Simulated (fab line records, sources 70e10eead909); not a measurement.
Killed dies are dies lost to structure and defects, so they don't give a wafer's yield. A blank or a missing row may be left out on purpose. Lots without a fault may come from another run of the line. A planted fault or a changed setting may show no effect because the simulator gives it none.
Which tool did it? | flow nand_harc | 13 lots, 39 wafers sampled, at 5 steps of a route of 1159

WHAT THE GAUGES READ, wafer by wafer
NHARC_END_SORT_01.
lot  | measured     | on        | killed_at_array | killed_at_other | killed_at_periphery | killed_dies | killed_open | killed_short
L456 | day 19 06:14 | prober-02 | 22 19 25        | 0 0 1           | 1 4 3               | 23 23 29    | 3 4 5       | 1 2 2
L468 | day 22 17:56 | prober-02 | 98 68 122       | 0 0 0           | 2 1 2               | 100 69 124  | 6 3 3       | 4 5 2
L470 | day 23 01:42 | prober-01 | 52 108 55       | 3 3 4           | 3 4 1               | 58 115 60   | 5 6 3       | 3 2 1
L472 | day 23 20:14 | prober-01 | 66 121 71       | 2 2 2           | 0 2 4               | 68 125 77   | 1 2 4       | 0 1 2

WHICH TOOL RAN EACH LOT (tool, then ch and the chambers of the sampled wafers, then the start)
lot  | NHARC_A_WL_FILL_ALD_02              | NHARC_THIN_TSV_PVD_51                   | NHARC_THIN_TSV_PRE_CLEAN_54  | NHARC_THIN_TSV_ETCH_36
L457 | ald_metal-02 ch 1,2, day 14 21:41   | pvd_sputter-02, day 19 04:43 or earlier | pvd_sputter-03, day 19 04:43 | rie_metal-03 ch 0,1, day 19 06:20
L456 | ald_metal-04 ch 1,2, day 14 21:45   | pvd_sputter-03, day 18 14:02 or earlier | pvd_sputter-03, day 18 14:02 | rie_metal-01 ch 0, day 18 15:40
L459 | ald_metal-02 ch 1,2, day 15 03:42   | pvd_sputter-02, day 19 07:01 or earlier | pvd_sputter-01, day 19 07:01 | rie_metal-02 ch 0,1, day 19 08:29
L462 | ald_metal-02 ch 0,2, day 16 19:02   | pvd_sputter-01, day 20 21:07 or earlier | pvd_sputter-02, day 20 21:07 | rie_metal-01 ch 0,1, day 20 22:43
L463 | ald_metal-02 ch 0,1,2, day 17 00:14 | pvd_sputter-01, day 21 02:38 or earlier | pvd_sputter-02, day 21 02:38 | rie_metal-03 ch 0,1, day 21 04:16
L464 | ald_metal-04 ch 1,3, day 17 00:27   | pvd_sputter-03, day 20 23:22 or earlier | pvd_sputter-02, day 20 23:22 | rie_metal-03 ch 0,1, day 21 01:00
L465 | ald_metal-02 ch 0,2,3, day 17 08:27 | pvd_sputter-02, day 21 15:37 or earlier | pvd_sputter-01, day 21 15:37 | rie_metal-03 ch 1, day 21 17:13
L469 | ald_metal-02 ch 0,1,3, day 18 01:55 | pvd_sputter-03, day 21 20:28 or earlier | pvd_sputter-02, day 21 20:28 | rie_metal-03 ch 0,1, day 21 22:04
L468 | ald_metal-02 ch 1,2,3, day 18 02:35 | pvd_sputter-01, day 22 05:52 or earlier | pvd_sputter-03, day 22 05:52 | rie_metal-03 ch 0,1, day 22 07:27
L470 | ald_metal-02 ch 0,2,3, day 18 09:35 | pvd_sputter-03, day 22 15:52 or earlier | pvd_sputter-02, day 22 15:52 | rie_metal-01 ch 0,1, day 22 17:22
L472 | ald_metal-02 ch 2,3, day 18 23:44   | pvd_sputter-02, day 23 10:16 or earlier | pvd_sputter-02, day 23 10:16 | rie_metal-01 ch 0,1, day 23 11:46
L478 | ald_metal-03 ch 0,2,3, day 20 04:56 | pvd_sputter-02, day 24 01:37 or earlier | pvd_sputter-03, day 24 01:37 | rie_metal-02 ch 0,1, day 24 03:14
L479 | ald_metal-03 ch 1,3, day 20 23:43   | pvd_sputter-01, day 24 19:33 or earlier | pvd_sputter-03, day 24 19:33 | rie_metal-03 ch 0,1, day 24 21:10
- NHARC_A_WL_FILL_ALD_02: deposits TiN, target thk 2 nm, pulse time 3 s, ald cycles 100.
- NHARC_THIN_TSV_PVD_51: deposits Cu, target thk 100 nm.
- NHARC_THIN_TSV_PRE_CLEAN_54: time 30 s.
- NHARC_THIN_TSV_ETCH_36: etches the open film in Cl2/BCl3, target depth 65 nm, time 18.571 s.

WHAT THE TOOLS THEMSELVES READ (means of the sampled wafers that have a number; where no wafer has one, the mark that the record gives instead)
NHARC_A_WL_FILL_ALD_02.
lot  | tool         | heater_power_outer_w (W) | heater_power_w (W) | precursor_pulse_height_rel
L457 | ald_metal-02 | 776                      | 1229               | 0.994
L456 | ald_metal-04 | 726                      | 1123               | 1.000
L459 | ald_metal-02 | 741                      | 1165               | 1.015
L462 | ald_metal-02 | 702                      | 1125               | 0.991
L463 | ald_metal-02 | 722                      | 1164               | 0.998
L464 | ald_metal-04 | 631                      | 966                | 0.996
L465 | ald_metal-02 | 675                      | 1109               | 0.997
L469 | ald_metal-02 | 680                      | 1143               | 1.004
L468 | ald_metal-02 | 729                      | 1145               | 0.996
L470 | ald_metal-02 | 666                      | 1090               | 0.998
L472 | ald_metal-02 | 702                      | 1106               | 0.989
L478 | ald_metal-03 | 667                      | 1024               | 1.030
L479 | ald_metal-03 | 713                      | 1077               | 1.009

NHARC_THIN_TSV_PVD_51.
lot  | tool           | throttle_valve_pct (%)
L457 | pvd_sputter-02 | 28.9
L456 | pvd_sputter-03 | 30.7
L459 | pvd_sputter-02 | 28.4
L462 | pvd_sputter-01 | 29.1
L463 | pvd_sputter-01 | 29.5
L464 | pvd_sputter-03 | 30.6
L465 | pvd_sputter-02 | 29.4
L469 | pvd_sputter-03 | 30.4
L468 | pvd_sputter-01 | 29.4
L470 | pvd_sputter-03 | 30.3
L472 | pvd_sputter-02 | 28.3
L478 | pvd_sputter-02 | 28.7
L479 | pvd_sputter-01 | 29.1

NHARC_THIN_TSV_PRE_CLEAN_54.
lot  | tool           | heater_power_w (W)
L457 | pvd_sputter-03 | 414
L456 | pvd_sputter-03 | 397
L459 | pvd_sputter-01 | 436
L462 | pvd_sputter-02 | 410
L463 | pvd_sputter-02 | 397
L464 | pvd_sputter-02 | 409
L465 | pvd_sputter-01 | 438
L469 | pvd_sputter-02 | 415
L468 | pvd_sputter-03 | 408
L470 | pvd_sputter-02 | 396
L472 | pvd_sputter-02 | 394
L478 | pvd_sputter-03 | 402
L479 | pvd_sputter-03 | 407

NHARC_THIN_TSV_ETCH_36.
lot  | tool         | chamber_pressure_mTorr (mTorr) | drypump_motor_current_A (A) | oes_product_au (a.u.)
L457 | rie_metal-03 | 9.993                          | 6.0                         | 1.006
L456 | rie_metal-01 | 9.999                          | 4.9                         | 0.986
L459 | rie_metal-02 | 10.003                         | 5.1                         | 1.010
L462 | rie_metal-01 | 10.004                         | 5.9                         | 1.001
L463 | rie_metal-03 | 10.000                         | 6.0                         | 1.006
L464 | rie_metal-03 | 9.996                          | 6.2                         | 0.996
L465 | rie_metal-03 | 9.995                          | 6.3                         | 1.005
L469 | rie_metal-03 | 9.993                          | 6.0                         | 1.006
L468 | rie_metal-03 | 10.000                         | 6.2                         | 1.010
L470 | rie_metal-01 | 9.994                          | 5.8                         | 0.993
L472 | rie_metal-01 | 9.997                          | 5.9                         | 0.993
L478 | rie_metal-02 | 10.000                         | 5.4                         | 1.000
L479 | rie_metal-03 | 10.004                         | 6.1                         | 1.012

THE ANSWER, worked out from the rows above alone
Rule: what is usual is taken from the lots themselves. Put in order of their means at a reading, lots are off if they are a third of the lots or fewer, leave a main group of 4 or more, and stand apart from it by a gap of 3 or more times the standard deviation of the main group's means; of several such gaps the widest counts. A main group whose means are all the same, to the digits that the tables above print for the reading, isn't used. A lot without any number at a reading at which 4 lots or more have one is off too. The other lots that the step has rows for count as sound. The gauges are gone through in route order, then the tools' own readings, and for those a lot's mean is taken as printed above. The first step at which some lot is off is used, and at that step the reading that is off furthest; a lot without a number counts as furthest.
No lot is off at any reading shown: from this, nothing can be told.

WHAT THE SIMULATOR HAD PUT IN
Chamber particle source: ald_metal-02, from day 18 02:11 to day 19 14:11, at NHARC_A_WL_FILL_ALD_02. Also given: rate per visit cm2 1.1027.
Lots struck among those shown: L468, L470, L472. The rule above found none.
